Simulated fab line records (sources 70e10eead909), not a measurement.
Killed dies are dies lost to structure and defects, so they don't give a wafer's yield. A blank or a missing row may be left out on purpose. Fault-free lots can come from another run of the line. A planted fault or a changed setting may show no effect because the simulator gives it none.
Struck lot and sound lot, side by side | flow nandHarc | 14 steps out of a route of 1159
Sound: wafers L594.3, L594.5, L594.6. Struck: wafers L602.1, L602.2, L602.6. The cause is given at the end.
Order at every step that has rows: each side's tool, ch and its chambers, its first start. Under that, the readings that differ: sound wafers | struck wafers | difference of the means | sigmas: that difference in standard deviations of wafers without a fault.
alike: readings whose means differ by less than 2 such deviations, and words and numbers that are the same on both sides. not compared: withheld readings, readings that some wafer has no value for, bounds like >300 that may hide the same value, and numbers for which the record gives no deviation and whose values overlap.
The two part at a step that has a row with sigmas, a row that says differs or no value, or rows on one side only. Numbers that don't overlap but have no deviation are shown without sigmas and don't part them. A reading missing from all wafers of one side parts the sides only when that side holds two or more wafers.

NHARC_A_M1_INSPECT_27:
  sound on defectInspect-02, day 18 15:16; struck on defectInspect-02, day 21 19:17
  alike: rawDefectCount
NHARC_A_M1_PRE_CLEAN_32: time 12 s.
  sound on pecvd-02 ch 1,2, day 18 15:26; struck on pecvd-04 ch 0,1,2, day 21 19:21
  alike: heaterPowerW
NHARC_A_M1_DEP_33: deposits SiCN, target thk 30 nm.
  sound on pecvd-02 ch 1,2, day 18 15:35; struck on pecvd-04 ch 0,1,2, day 21 19:26
  alike: heaterPowerW
NHARC_A_BONDPAD_DEP_00: deposits SiCN, target thk 250 nm.
  sound on pecvd-02 ch 0,1; struck on pecvd-03 ch 0,2, day 21 19:59
  alike: heaterPowerW
NHARC_A_BONDPAD_CMP_29: polishes SiCN, target thk 200 nm.
  sound on cmp-02 ch 0,1,3, day 18 16:34; struck on cmp-02 ch 2,3, day 21 20:23
  alike: motorCurrentA, slurryFlowMlMin
NHARC_A_BONDPAD_THK_MEAS_30: measures by ellipsometry.
  sound on filmMetro-01, day 18 16:46; struck on filmMetro-01, day 21 20:38
  alike: thkNm
then, 5 steps without rows for these wafers: NHARC_A_BONDPAD_SRD_31; NHARC_A_BONDPAD_DEHYDRATE_01 (time 120 s); NHARC_A_BONDPAD_HMDS_02 (time 30 s); NHARC_A_BONDPAD_COAT_33 (time 65 s); NHARC_A_BONDPAD_COAT_03 (resist thk 600 nm).
NHARC_A_BONDPAD_SOFTBAKE_04: time 70 s.
  sound on lithoTrack-03 ch 0, day 18 16:00; struck on lithoTrack-07 ch 0, day 21 20:00
reading               | sound                | struck            | difference                    | sigmas
heaterPowerTotalW (W) | 199.6 198.9 201.4    | 333.1 339.0 339.1 | +137.1                        | +99 or more
plateTempC (C)        | 124.92 124.89 125.20 | - - -             | no value on the struck wafers | 
then, 2 steps without rows for these wafers: NHARC_A_BONDPAD_EBR_05; NHARC_END_SORT_01.

WHERE THEY PART
Only at NHARC_A_BONDPAD_SOFTBAKE_04, within this record.

WHY: whatever the simulator had introduced
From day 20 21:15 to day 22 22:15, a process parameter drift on lithoTrack-07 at NHARC_A_BONDPAD_SOFTBAKE_04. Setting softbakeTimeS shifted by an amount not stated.
